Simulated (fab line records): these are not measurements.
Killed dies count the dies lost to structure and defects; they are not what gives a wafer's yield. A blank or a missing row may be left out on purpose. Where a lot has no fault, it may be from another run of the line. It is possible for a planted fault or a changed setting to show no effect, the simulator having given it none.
fab line records -- flow nand_harc
record: lots: 12, wafers: 36, last_day: 33
route steps=1302 shown A_SLIT@942 A_WL_FILL@954 END@1302
lots with no fault: from the same line, run without faults
start_h: hours from the record's first day to the start of the lot's first wafer shown -- wait_h: time in hours since the lot's previous step -- " repeats the value in the row above -- L1.1+2: several wafers, shown together as one row -- - value missing, or start not given -- * or withheld: withheld -- < > ~ a bound
route shown NAME@n: names a module that has steps shown in the file, with the first one's number in the route -- usual: mean and standard deviation over wafers with no fault -- same: alike in all rows -- chamber/n: place in a boat -- sites: each site's reading -- _std_site: the standard deviation of these -- _edge_site: outer sites' mean less inner sites' -- radius_mm: how far each site lies from the wafer's centre -- mask NAME#n: copy n -- behind: the last tool/chamber to shape the wafer -- hold: why the lot went on hold/how many hours it stayed there/how the hold came to an end -- device: the transistor (n, p or np) that didn't switch -- end of line: at the end of the route, the tests of the same wafers -- a step without rows: its recipe alone -- killed: dies lost to structure and defects at the first sort, not the wafer's yield -- map: the dies of a wafer, with x for killed, . for not killed, _ for no die there
set.NAME: setting as actually run; set.NAME@STEP: the setting as run at that earlier step -- model.NAME: the simulator's own value behind a step, which no gauge read
the route's steps for a sample of lots (tables are steps, rows are wafers)
services: from which hour (start_h, from the record's first day; less than 0 if before it) a tool's chamber was out of use, for how many hours, and why
== steps ==
step: NHARC_A_SLIT_ETCH_29
recipe: target_depth_a: 1000, overetch_a: 100, time_s: 55, ion_energy_ev: 100, cf4_flow_sccm: 80, o2_flow_sccm: 20, ar_flow_sccm: 0, rf_w: 300, bias_w: 100, chemistry: CF4/O2
usual: drypump_motor_current_A: 5.9/0.46, mfc_ar_sccm: 0.006/0.0097, oes_product_au: 0.999/0.015, rf_vpp_V: 197.9/1.2, showerhead_plenum_p_Torr: 1.34/0.037, throttle_valve_pct: 13.397/0.0086
lot.wafer,tool,chamber,start_h,wait_h,drypump_motor_current_A,mfc_ar_sccm,oes_product_au,rf_hours_counter_h,rf_vpp_V,showerhead_plenum_p_Torr,throttle_valve_pct
L304.1,rie_diel-09,2,470.44,0.1,5.7,0,1.030,11,198.4,1.32,13.408
L304.3,rie_diel-09,3,470.44,0.1,5.5,0.011,0.997,11,199.5,1.38,13.394
L304.6,rie_diel-09,3,470.44,0.1,5.5,0.011,0.999,-,199.2,1.38,13.391
L307.1,rie_diel-10,1,489.46,0.1,5.9,0,1.002,4,197.1,1.30,13.385
L307.5,rie_diel-10,0,489.46,0.1,6.4,0,1.005,-,198.9,1.40,13.418
L307.6,rie_diel-10,1,489.46,0.1,5.9,0,1.007,-,197.1,1.30,13.397
L308.3,rie_diel-09,3,489.63,0.1,5.5,0.011,1.007,13,200.0,1.38,13.386
L308.1,rie_diel-09,0,489.63,0.1,5.5,0,0.997,12,196.3,1.29,13.390
L308.5,rie_diel-09,2,489.63,0.1,5.7,0,1.018,-,197.3,1.32,13.399
L316.3,rie_diel-06,1,577.50,0.1,6.7,0.000,0.995,6,197.9,1.36,13.408
L316.1,rie_diel-06,2,577.50,0.1,5.8,0,0.994,5,196.7,1.28,13.409
L316.5,rie_diel-06,1,577.50,0.1,6.7,0.000,1.002,-,198.5,1.36,13.396
L317.1,rie_diel-10,1,582.88,0.1,5.9,0,0.995,12,197.9,1.30,13.403
L317.5,rie_diel-10,0,582.88,0.1,6.4,0,1.003,-,198.8,1.40,13.416
L317.6,rie_diel-10,1,582.88,0.1,5.9,0,1.002,-,196.4,1.30,13.400
L318.3,rie_diel-09,2,597.33,0.1,5.7,0,1.000,6,199.0,1.32,13.399
L318.4,rie_diel-09,0,597.33,0.1,5.5,0,1.009,4,195.6,1.28,13.388
L318.1,rie_diel-09,1,597.33,0.1,5.4,0.006,0.999,5,198.3,1.35,13.390
L321.1,rie_diel-09,2,627.07,0.1,5.8,0,0.999,7,196.8,1.32,13.402
L321.4,rie_diel-09,3,627.07,0.1,5.5,0.011,0.966,-,198.4,1.38,13.401
L321.5,rie_diel-09,0,627.07,0.1,5.5,0,1.007,-,197.2,1.28,13.396
L322.1,rie_diel-06,0,635.20,0.1,5.5,0.017,0.973,7,198.4,1.38,13.393
L322.4,rie_diel-06,2,635.20,0.1,5.8,0,0.997,7,196.6,1.28,13.393
L322.2,rie_diel-06,3,635.20,0.1,6.0,0,1.012,6,198.1,1.39,13.396
L323.2,rie_diel-06,1,643.18,0.1,6.7,0.000,0.992,9,199.3,1.36,13.403
L323.4,rie_diel-06,3,643.18,0.1,6.0,0,1.009,7,200.1,1.38,13.403
L323.6,rie_diel-06,2,643.18,0.1,5.8,0,0.991,-,195.6,1.28,13.394
L324.2,rie_diel-06,0,657.66,0.1,5.5,0.017,0.976,8,198.9,1.38,13.382
L324.3,rie_diel-06,3,657.66,0.1,6.0,0,1.003,8,198.5,1.38,13.395
L324.5,rie_diel-06,1,657.66,0.1,6.7,0.000,0.995,-,198.4,1.36,13.391
L326.3,rie_diel-10,0,675.85,0.1,6.4,0,1.012,4,198.7,1.39,13.416
L326.2,rie_diel-10,1,675.85,0.1,5.9,0,0.986,4,196.4,1.30,13.395
L326.5,rie_diel-10,2,675.85,0.1,6.7,0.031,1.014,-,197.7,1.30,13.397
L327.2,rie_diel-09,1,691.55,0.1,5.4,0.006,0.998,1,199.2,1.35,13.395
L327.3,rie_diel-09,3,691.55,0.1,5.5,0.011,0.982,0,197.6,1.38,13.392
L327.5,rie_diel-09,1,691.55,0.1,5.4,0.006,1.005,-,197.6,1.35,13.376
step: NHARC_A_SLIT_STRIP_18
recipe: o2_flow_sccm: 500, ar_flow_sccm: 0, bias_w: 0, chemistry: O2
usual: chamber_pressure_mTorr: 60.00/0.056, drypump_motor_current_A: 5.9/0.45, mfc_ar_sccm: 0.006/0.0096, oes_product_au: 1.000/0.014, rf_vpp_V: 57.6/0.9, showerhead_plenum_p_Torr: 3.54/0.094, throttle_valve_pct: 17.036/0.01
same: bias_w: 0
lot.wafer,tool,chamber,start_h,wait_h,chamber_pressure_mTorr,drypump_motor_current_A,mfc_ar_sccm,oes_product_au,rf_hours_counter_h,rf_vpp_V,showerhead_plenum_p_Torr,throttle_valve_pct
L304.1,rie_diel-09,0,-,-,60.05,5.5,0,1.004,10,57.1,3.40,17.018
L304.3,rie_diel-09,2,-,-,59.97,5.8,0,1.019,11,57.4,3.50,17.023
L304.6,rie_diel-09,0,-,-,59.94,5.5,0,1.001,-,56.4,3.40,17.036
L307.1,rie_diel-10,0,-,-,59.97,6.4,0,1.008,4,56.8,3.68,17.051
L307.6,rie_diel-10,0,-,-,59.99,6.4,0,1.007,-,58.3,3.68,17.038
L307.5,rie_diel-10,1,-,-,60.03,5.9,0,0.996,-,57.9,3.45,17.049
L308.3,rie_diel-09,1,-,-,59.98,5.4,0.006,1.033,6,56.6,3.57,17.026
L308.1,rie_diel-09,2,-,-,60.06,5.8,0,1.033,13,57.5,3.50,17.009
L308.5,rie_diel-09,1,-,-,59.99,5.4,0.006,1.031,-,58.3,3.57,17.034
L316.3,rie_diel-06,3,-,-,60.00,6.0,0,1.018,5,58.0,3.66,17.041
L316.1,rie_diel-06,1,-,-,59.98,6.7,0.000,1.012,6,58.1,3.59,17.036
L316.5,rie_diel-06,2,-,-,60.05,5.8,0,0.986,-,57.8,3.40,17.044
L317.1,rie_diel-10,3,-,-,60.05,6.1,0,0.999,10,56.4,3.53,17.043
L317.5,rie_diel-10,3,-,-,60.05,6.1,0,0.990,-,57.5,3.53,17.041
L317.6,rie_diel-10,0,-,-,59.99,6.4,0,0.997,-,58.7,3.68,17.024
L318.3,rie_diel-09,2,-,-,60.07,5.8,0,1.004,6,57.3,3.49,17.045
L318.1,rie_diel-09,0,-,-,60.06,5.5,0,0.999,4,58.6,3.40,17.015
L318.4,rie_diel-09,1,-,-,59.93,5.4,0.006,0.996,5,57.5,3.57,17.045
L321.1,rie_diel-09,2,-,-,59.83,5.8,0,1.003,7,57.4,3.49,17.030
L321.4,rie_diel-09,2,-,-,60.06,5.8,0,0.998,-,57.1,3.49,17.031
L321.5,rie_diel-09,3,-,-,59.98,5.5,0.011,0.975,-,58.1,3.63,17.049
L322.2,rie_diel-06,3,-,-,60.03,6.1,0,1.006,6,56.6,3.65,17.044
L322.1,rie_diel-06,0,-,-,60.03,5.5,0.017,0.969,7,56.7,3.63,17.040
L322.4,rie_diel-06,1,-,-,60.00,6.7,0.000,0.979,9,58.9,3.59,17.048
L323.4,rie_diel-06,0,-,-,59.88,5.6,0.017,0.974,8,57.9,3.63,17.058
L323.2,rie_diel-06,2,-,-,59.92,5.8,0,0.993,8,57.6,3.40,17.033
L323.6,rie_diel-06,1,-,-,59.93,6.7,0.000,0.992,-,57.3,3.59,17.030
L324.3,rie_diel-06,3,-,-,59.93,6.0,0,0.998,8,58.7,3.65,17.037
L324.2,rie_diel-06,1,-,-,60.01,6.7,0.000,0.990,9,59.3,3.59,17.029
L324.5,rie_diel-06,3,-,-,60.00,6.0,0,1.000,-,59.1,3.65,17.037
L326.3,rie_diel-10,3,-,-,59.99,6.1,0,0.986,4,57.5,3.53,17.049
L326.2,rie_diel-10,1,-,-,60.04,5.9,0,0.982,4,55.8,3.44,17.039
L326.5,rie_diel-10,3,-,-,60.03,6.1,0,0.995,-,55.3,3.53,17.032
L327.3,rie_diel-09,0,-,-,59.96,5.5,0,0.999,1,57.4,3.40,17.043
L327.2,rie_diel-09,1,-,-,60.02,5.4,0.006,1.010,1,58.5,3.57,17.044
L327.5,rie_diel-09,1,-,-,60.08,5.4,0.006,1.011,-,58.9,3.57,17.023
step: NHARC_A_WL_FILL_ALD_02
recipe: target_thk_a: 20, pulse_time_s: 3, ald_cycles: 100, temp_c: 450, material: TiN
usual: heater_power_outer_w: 701/78, heater_power_w: 1101/100, precursor_pulse_height_rel: 1.000/0.02
lot.wafer,tool,chamber,start_h,wait_h,heater_power_outer_w,heater_power_w,precursor_pulse_height_rel
L304.1,ald_metal-02,0,476.87,0.2,722,1113,0.997
L304.3,ald_metal-02,2,476.87,0.2,693,1199,1.002
L304.6,ald_metal-02,3,476.87,0.2,764,1159,1.023
L307.1,ald_metal-02,3,497.31,0.3,768,1180,1.020
L307.5,ald_metal-02,1,497.31,0.3,620,941,1.037
L307.6,ald_metal-02,2,497.31,0.3,711,1218,0.955
L308.1,ald_metal-03,2,497.41,0.2,722,1146,0.978
L308.3,ald_metal-03,1,497.41,0.2,857,1251,1.021
L308.5,ald_metal-03,3,497.41,0.2,744,1155,0.992
L316.1,ald_metal-03,1,585.20,0.2,796,1198,1.018
L316.3,ald_metal-03,0,585.20,0.2,532,922,0.983
L316.5,ald_metal-03,1,585.20,0.2,787,1210,1.038
L317.1,ald_metal-01,0,590.80,0.3,660,1031,0.972
L317.6,ald_metal-01,2,590.80,0.3,632,1046,1.011
L317.5,ald_metal-01,3,590.80,0.3,688,1103,0.963
L318.1,ald_metal-02,0,604.97,0.2,724,1167,0.998
L318.3,ald_metal-02,1,604.97,0.2,640,954,1.014
L318.4,ald_metal-02,2,604.97,0.2,690,1219,1.009
L321.4,ald_metal-03,1,634.87,0.2,817,1202,0.994
L321.1,ald_metal-03,2,634.87,0.2,707,1141,0.971
L321.5,ald_metal-03,3,634.87,0.2,747,1159,0.989
L322.4,ald_metal-02,3,642.98,0.1,764,1148,0.998
L322.2,ald_metal-02,1,642.98,0.1,670,998,0.975
L322.1,ald_metal-02,2,642.98,0.1,723,1220,0.973
L323.2,ald_metal-03,0,651.37,0.2,531,892,1.038
L323.4,ald_metal-03,1,651.37,0.2,806,1232,0.992
L323.6,ald_metal-03,3,651.37,0.2,745,1187,0.980
L324.2,ald_metal-03,1,665.32,0.2,804,1227,0.995
L324.3,ald_metal-03,0,665.32,0.2,527,924,1.007
L324.5,ald_metal-03,2,665.32,0.2,733,1139,1.009
L326.2,ald_metal-02,1,683.62,0.2,681,970,1.015
L326.3,ald_metal-02,0,683.62,0.2,735,1133,0.987
L326.5,ald_metal-02,2,683.62,0.2,734,1220,1.016
L327.3,ald_metal-03,0,699.04,0.1,544,889,1.056
L327.2,ald_metal-03,1,699.04,0.1,791,1237,1.014
L327.5,ald_metal-03,1,699.04,0.1,801,1192,1.026
step: NHARC_A_WL_FILL_STRIP_27
recipe: power_w: 1500, temp_c: 250, time_s: 20, chemistry: N2/H2
usual: drypump_motor_current_A: 5.8/0.49, heater_power_w: 325/38
lot.wafer,tool,chamber,start_h,wait_h,drypump_motor_current_A,heater_power_w,rf_hours_counter_h
L304.1,plasma_asher-02,0,478.05,0.1,-,-,-
L304.3,plasma_asher-02,0,478.05,0.1,-,-,-
L304.6,plasma_asher-02,1,478.05,0.1,-,-,-
L307.1,plasma_asher-02,1,498.44,0.1,-,-,-
L307.6,plasma_asher-02,0,498.44,0.1,-,-,-
L307.5,plasma_asher-02,1,498.44,0.1,-,-,-
L308.1,plasma_asher-01,1,498.73,0.1,-,-,-
L308.3,plasma_asher-01,1,498.73,0.1,-,-,-
L308.5,plasma_asher-01,0,498.73,0.1,-,-,-
L316.1,plasma_asher-01,1,586.47,0.1,6.5,319,15
L316.3,plasma_asher-01,0,586.47,0.1,5.6,259,-
L316.5,plasma_asher-01,1,586.47,0.1,6.5,323,-
L317.1,plasma_asher-01,1,591.92,0.1,6.5,338,16
L317.5,plasma_asher-01,1,591.92,0.1,6.5,318,-
L317.6,plasma_asher-01,0,591.92,0.1,5.6,267,-
L318.1,plasma_asher-01,1,606.16,0.1,6.5,318,19
L318.3,plasma_asher-01,1,606.16,0.1,6.5,322,-
L318.4,plasma_asher-01,0,606.16,0.1,5.6,266,-
L321.1,plasma_asher-02,0,635.99,0.1,6.1,350,3
L321.4,plasma_asher-02,0,635.99,0.1,6.1,358,-
L321.5,plasma_asher-02,1,635.99,0.1,5.2,347,-
L322.2,plasma_asher-02,0,644.17,0.1,6.1,354,4
L322.1,plasma_asher-02,1,644.17,0.1,5.2,347,4
L322.4,plasma_asher-02,1,644.17,0.1,5.2,351,-
L323.2,plasma_asher-02,0,652.53,0.2,6.1,360,7
L323.4,plasma_asher-02,0,652.53,0.2,6.1,360,-
L323.6,plasma_asher-02,0,652.53,0.2,6.1,351,-
L324.2,plasma_asher-02,0,666.52,0.1,6.1,351,11
L324.3,plasma_asher-02,1,666.52,0.1,5.2,360,-
L324.5,plasma_asher-02,1,666.52,0.1,5.2,353,-
L326.2,plasma_asher-02,1,684.82,0.1,5.2,366,14
L326.3,plasma_asher-02,1,684.82,0.1,5.2,356,-
L326.5,plasma_asher-02,1,684.82,0.1,5.2,356,-
L327.2,plasma_asher-02,1,700.25,0.1,5.2,361,18
L327.3,plasma_asher-02,0,700.25,0.1,6.1,352,-
L327.5,plasma_asher-02,0,700.25,0.1,6.1,352,-
step: NHARC_END_SORT_01
recipe: temp_c: 25
usual: killed_at_array: 59/20, killed_at_other: 0.8/1.1, killed_at_periphery: 5/3.1, killed_dies: 64/21, killed_open: 3.4/1.9, killed_short: 2.3/1.7
same: gross_dies: 677
lot.wafer,tool,chamber,start_h,wait_h,killed_at_array,killed_at_other,killed_at_periphery,killed_dies,killed_open,killed_short
L304.1,prober-01,0,574.21,2.5,150,1,13,164,15,63
L304.3,prober-01,0,575.78,3.1,174,0,8,182,19,66
L304.6,prober-01,0,578.14,3.9,141,0,6,147,9,61
L308.1,prober-01,0,587.49,2.5,100,1,6,107,22,70
L308.3,prober-01,0,589.09,3.1,98,0,2,100,16,65
L308.5,prober-01,0,590.69,3.7,104,0,2,106,16,74
L307.1,prober-02,0,587.54,2.5,152,0,1,153,22,73
L307.5,prober-02,0,590.76,3.7,141,1,3,145,14,62
L307.6,prober-02,0,591.57,4.0,147,2,4,153,20,75
killed by level:class
L304.1 A_WL_FILL:geometric_particle:short=60 A_CHANNEL_HOLE_D1:chamber_film_flake=30 A_CHANNEL_HOLE_D2:chamber_film_flake=27 A_WL_FILL:geometric_particle:open=11 A_STAIRCASE:chamber_film_flake=7 P_ZERO_WELL:chamber_film_flake=4 P_CONTACT:chamber_film_flake=4 A_DECK1_JOINT:chamber_film_flake=4
L304.3 A_WL_FILL:geometric_particle:short=64 A_CHANNEL_HOLE_D1:chamber_film_flake=36 A_CHANNEL_HOLE_D2:chamber_film_flake=32 A_WL_FILL:geometric_particle:open=15 A_STAIRCASE:chamber_film_flake=10 P_M0:chamber_film_flake=4 A_CONTACT:chamber_film_flake=4 A_WL_FILL:chamber_film_flake=3
L304.6 A_WL_FILL:geometric_particle:short=58 A_CHANNEL_HOLE_D2:chamber_film_flake=33 A_CHANNEL_HOLE_D1:chamber_film_flake=28 A_WL_FILL:geometric_particle:open=8 A_STAIRCASE:chamber_film_flake=6 A_CONTACT:chamber_film_flake=6 P_CONTACT:chamber_film_flake=2 P_CONTACT:geometric_particle:short=1
L308.1 A_WL_FILL:geometric_particle:short=70 A_WL_FILL:geometric_particle:open=13 A_CHANNEL_HOLE_D2:chamber_film_flake=7 P_CONTACT:geometric_particle:open=3 A_CONTACT:chamber_film_flake=3 A_ONON_D2:geometric_particle:open=2 P_GATE:chamber_film_flake=2 P_GATE:geometric_particle:open=1
L307.1 A_WL_FILL:geometric_particle:short=72 A_CHANNEL_HOLE_D2:chamber_film_flake=32 A_WL_FILL:geometric_particle:open=22 A_SLIT:chamber_film_flake=16 A_CONTACT:chamber_film_flake=5 A_STAIRCASE:chamber_film_flake=3 A_CHANNEL_FILL_D2:geometric_particle:short=1 P_GATE:chamber_film_flake=1
L308.3 A_WL_FILL:geometric_particle:short=63 A_WL_FILL:geometric_particle:open=14 A_CHANNEL_HOLE_D2:chamber_film_flake=12 A_CHANNEL_HOLE_D1:chamber_film_flake=2 A_SOURCE_PLATE:geometric_particle:short=1 A_ONON_D2:geometric_particle:short=1 A_CHANNEL_FILL_D2:geometric_particle:open=1 A_CHANNEL_FILL_D2:chamber_film_flake=1
L308.5 A_WL_FILL:geometric_particle:short=72 A_WL_FILL:geometric_particle:open=13 A_CHANNEL_HOLE_D2:chamber_film_flake=11 A_M0:geometric_particle:open=2 P_GATE:chamber_film_flake=2 A_CHANNEL_HOLE_D1:chamber_film_flake=2 A_SOURCE_PLATE:geometric_particle:open=1 A_SOURCE_PLATE:geometric_particle:short=1
L307.5 A_WL_FILL:geometric_particle:short=59 A_CHANNEL_HOLE_D2:chamber_film_flake=28 A_SLIT:chamber_film_flake=26 A_WL_FILL:geometric_particle:open=13 A_CONTACT:chamber_film_flake=5 A_STAIRCASE:chamber_film_flake=4 A_CHANNEL_HOLE_D1:chamber_film_flake=3 P_GATE:chamber_film_flake=2
L307.6 A_WL_FILL:geometric_particle:short=74 A_CHANNEL_HOLE_D2:chamber_film_flake=24 A_SLIT:chamber_film_flake=24 A_WL_FILL:geometric_particle:open=16 P_GATE:chamber_film_flake=2 A_CHANNEL_HOLE_D1:chamber_film_flake=2 A_CONTACT:chamber_film_flake=2 THIN_TSV:chamber_film_flake=2
== services ==
tool,chamber,start_h,hours,kind
rie_diel-10,2,447.48,16.9,repair
ald_metal-03,2,450.07,5.8,repair
rie_diel-06,-,484.20,9.0,pm
rie_diel-10,3,488.99,10.4,repair
rie_diel-09,-,497.36,9.0,pm
ald_metal-02,0,522.65,3.6,repair
rie_diel-09,-,528.83,1.9,repair
ald_metal-03,-,568.00,10.0,pm
plasma_asher-02,-,573.11,7.3,repair
ald_metal-03,3,582.08,16.2,repair
plasma_asher-02,-,589.14,1.1,repair
rie_diel-10,-,596.50,9.0,pm
plasma_asher-02,-,603.25,9.0,pm
ald_metal-03,1,608.79,4.2,repair
ald_metal-02,-,610.00,10.0,pm
rie_diel-09,1,617.28,15.0,repair
plasma_asher-02,-,619.87,3.2,repair
rie_diel-10,3,656.52,2.0,repair
rie_diel-06,2,660.39,10.5,repair
rie_diel-06,-,661.20,9.0,pm
rie_diel-09,1,673.16,6.1,repair
rie_diel-09,-,674.36,9.0,pm
rie_diel-09,2,688.08,4.9,repair
ald_metal-02,3,695.44,8.1,repair
== key ==
first_sign: step: NHARC_A_WL_FILL_STRIP_27, reading: tool_record, direction: missing
effect: step: NHARC_END_SORT_01, reading: killed_short, direction: up, sigmas: 37, usual: 2.3, struck: 67.7
more_kills_born_at: NHARC_A_WL_FILL_STRIP_27@plasma_asher-02: 469, NHARC_A_WL_FILL_STRIP_27@plasma_asher-01: 245
met_at NHARC_A_WL_FILL_STRIP_27
struck_lots L304,L307,L308
tester_left_out L304,L307,L308
not_acting_at NHARC_A_SLIT_ETCH_29,NHARC_A_SLIT_STRIP_18,NHARC_A_WL_FILL_ALD_02
fault: kind: skipped_step_whole, tool: plasma_asher-01,plasma_asher-02, chamber: -, onset_h: 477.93, steps: NHARC_A_WL_FILL_STRIP_27, scope: struck_lots_only
tester_left_out: of these lots the tester's yield and bins aren't shown, on N5 and GAA mostly nor the transistor test; their killed dies are dies lost to structure and defects alone, not to doping, threshold or leakage, so they don't give the yield
